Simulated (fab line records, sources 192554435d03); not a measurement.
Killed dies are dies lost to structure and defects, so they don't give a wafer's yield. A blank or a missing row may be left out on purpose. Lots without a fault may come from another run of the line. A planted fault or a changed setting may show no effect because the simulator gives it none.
Chamber matching | flow n5_finfet | N5_BEOL_M9_ILD_DEP_00 on pecvd-03: 3 sister chambers
The step deposits SiCOH lowk from DEMS/porogen, target thk 308.51 nm, time 58 s. 6 wafers are shown with their chamber, then 8 later ones without.

WAFERS WITH THEIR CHAMBER
wafer  | chamber | heater_power_w (W) | showerhead_plenum_p_Torr (Torr)
L218.4 | 1       | 360                | 5.734
L220.2 | 1       | 350                | 5.725
L223.2 | 2       | 338                | 5.724
L223.3 | 0       | 310                | 5.767
L223.4 | 0       | 306                | 5.737
L222.2 | 2       | 319                | 5.742

WAFERS WITHOUT THEIR CHAMBER
wafer  | heater_power_w (W) | showerhead_plenum_p_Torr (Torr)
L222.3 | 294                | 5.751
L222.5 | 328                | 5.730
L237.1 | 358                | 5.738
L237.4 | 322                | 5.752
L237.5 | 289                | 5.741
L238.1 | 320                | 5.734
L238.3 | 323                | 5.734
L238.6 | 344                | 5.743

WHICH CHAMBER EACH WENT THROUGH
wafer  | from the rows above     | in truth
L222.3 | 0                       | 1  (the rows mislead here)
L222.5 | 2                       | 2
L237.1 | 1                       | 1
L237.4 | can't be placed: 2 or 0 | 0
L237.5 | 0                       | 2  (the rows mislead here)
L238.1 | can't be placed: 2 or 0 | 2
L238.3 | can't be placed: 2 or 0 | 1
L238.6 | can't be placed: 1 or 2 | 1
Placed correctly: 2 of 8. Can't be placed from these rows: 4 (the true chamber is among the candidates in 3). Placed wrongly: 2.
How it was worked out, from the rows above alone: a wafer's distance from a chamber is the root of the sum, over the readings, of the square of ((its reading less the chamber's mean) divided by the reading's scatter). The wafer belongs to the nearest chamber; if the next one is less than 2 further off, it can't be placed. A chamber's mean is the mean of its shown wafers. The scatter: the root of (the sum of the squares of (reading less its chamber's mean) over the shown wafers, divided by (wafers less chambers)).
